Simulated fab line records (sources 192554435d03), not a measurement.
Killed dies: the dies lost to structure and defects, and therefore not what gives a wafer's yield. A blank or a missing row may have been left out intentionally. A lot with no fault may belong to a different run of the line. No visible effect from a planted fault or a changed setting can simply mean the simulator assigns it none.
Comparing a struck lot with a sound one	flow n5_finfet	23 steps out of a route of 1938
Sound: these wafers, L594.1, L594.4, L594.6. Struck: wafer L585.1; the same lot's L585.4 was not struck, so it is left out; see the end for the cause.
Per side, at each step with rows, come the tool, then ch with its chambers, and then its first start. Under that, the readings that differ: sound wafers	struck wafers	difference of the means	sigmas: that difference in standard deviations of wafers without a fault.
alike: readings with means less than 2 such deviations apart, plus words and numbers identical on both sides. not compared: withheld readings, readings lacking a value on some wafer, bounds such as >300 that could conceal the same value, and numbers that have no deviation in the record and whose values overlap.
Wherever a step has rows on one side only, a row that says differs or no value, or a row with sigmas, the two part there. Non-overlapping numbers with no deviation appear without sigmas and do not part them. Lack of a reading on every wafer of one side parts them only where that side has two or more wafers.

first, 9 steps without rows for these wafers: N5_BEOL_M6_ILD_DEP_00 (deposits SiCOH lowk from DEMS/porogen, target thk 179.75 nm, time 33.4 s); N5_BEOL_M6_CURE_74 (cures SiCOH lowk, time 240 s); N5_BEOL_M6_PECVD_70 (deposits SiO2 from TEOS/O2, target thk 20 nm, time 22.7 s); N5_BEOL_M6_HM_DEP_02 (deposits TiN, target thk 20 nm); N5_BEOL_M6_COAT_59 (time 60 s, resist thk 100 nm); N5_BEOL_M6_COAT_60 (time 60 s, resist thk 35 nm); N5_BEOL_M6_COAT_05 (resist thk 90 nm); N5_BEOL_M6_EBR_07; N5_BEOL_M6_SOFTBAKE_06 (time 60 s).
N5_BEOL_M6_EXPOSE_08: exposes mask M6.
  sound on arfi_scanner-01 ch 0, day 15 13:48; struck on arfi_scanner-03 ch 0, day 11 01:12
  alike: mask
then, 2 steps without rows for these wafers: N5_BEOL_M6_PEB_09 (peb time 60 s); N5_BEOL_M6_DEVELOP_10 (develop time 30 s).
N5_BEOL_M6_CD_MEAS_11: target cd 38.5 nm.
  sound on cd_sem-01 ch 0, day 15 13:56; struck on cd_sem-03 ch 0, day 11 01:20
reading	sound	struck	difference	sigmas
cd_nm (nm)	39.1 38.6 39.1	34.8	-4.1	-7
then, 2 steps without rows for these wafers: N5_BEOL_M6_DESCUM_16 (chemistry O2, time 7.9 s); N5_BEOL_M6_ETCH_61 (etches SiARC in CF4, target depth 45.5 nm, time 75.8 s).
N5_BEOL_M6_ETCH_62: etches SOC in N2/H2, target depth 110 nm, overetch 22 nm, time 165 s.
  sound on rie_diel-03 ch 0,2,3, day 15 14:09; struck on rie_diel-02 ch 0, day 11 01:31
reading	sound	struck	difference	sigmas
model.BEOL_M6.cd_offset_nm (nm)	0.6 0 0.2	-3.4	-3.7	
  alike: chamber_pressure_mTorr, drypump_motor_current_A, oes_product_au, rf_vpp_V, showerhead_plenum_p_Torr, temp_c, throttle_valve_pct
  not compared: rf_hours_counter_h
then, 4 steps without rows for these wafers: N5_BEOL_M6_STRIP_68 (strips in N2/H2); N5_BEOL_M6_STRIP_67 (strips in CF4); N5_BEOL_M6_HM_OPEN_17 (chemistry Cl2/BCl3, target TiN, target depth 20 nm, overetch 6 nm); N5_BEOL_M6_STRIP_19 (strips in O2).
N5_BEOL_M6_CD_MEAS_18: pitch 80 nm, target cd 40 nm.
  sound on cd_sem-01 at day 15 14:31; struck on cd_sem-02 at day 11 01:53
reading	sound	struck	difference	sigmas
cd_nm (nm)	40.4 39.7 40.3	36.7	-3.4	-5
then, 1 step without rows for these wafers: N5_BEOL_M6_COAT_63 (time 60 s, resist thk 60 nm).
-- record jumps: 4 days separate the struck wafers' starts on either side; left off in module BEOL_M6, taken up again in module PASSIVATION, whose first shown step is the route's number 1936 --
N5_PASSIVATION_PROBE_49:
  sound on prober-01 at day 19 01:07; struck on prober-01 at day 14 20:27
  alike: defect_limited_yield, killed_at_M0_to_M3, killed_at_M4_up, killed_at_contacts, killed_at_front_end, killed_at_other, killed_dies, killed_open, killed_short, sort_bin_5_function, sort_bin_6_memory, sort_n_pass, sort_yield_pct

== WHERE THEY PART ==
Last at N5_BEOL_M6_CD_MEAS_18 as far as this record goes, first at N5_BEOL_M6_CD_MEAS_11. Later steps at which nothing parts them and some readings are alike: N5_PASSIVATION_PROBE_49.

WHY: what the simulator had put in
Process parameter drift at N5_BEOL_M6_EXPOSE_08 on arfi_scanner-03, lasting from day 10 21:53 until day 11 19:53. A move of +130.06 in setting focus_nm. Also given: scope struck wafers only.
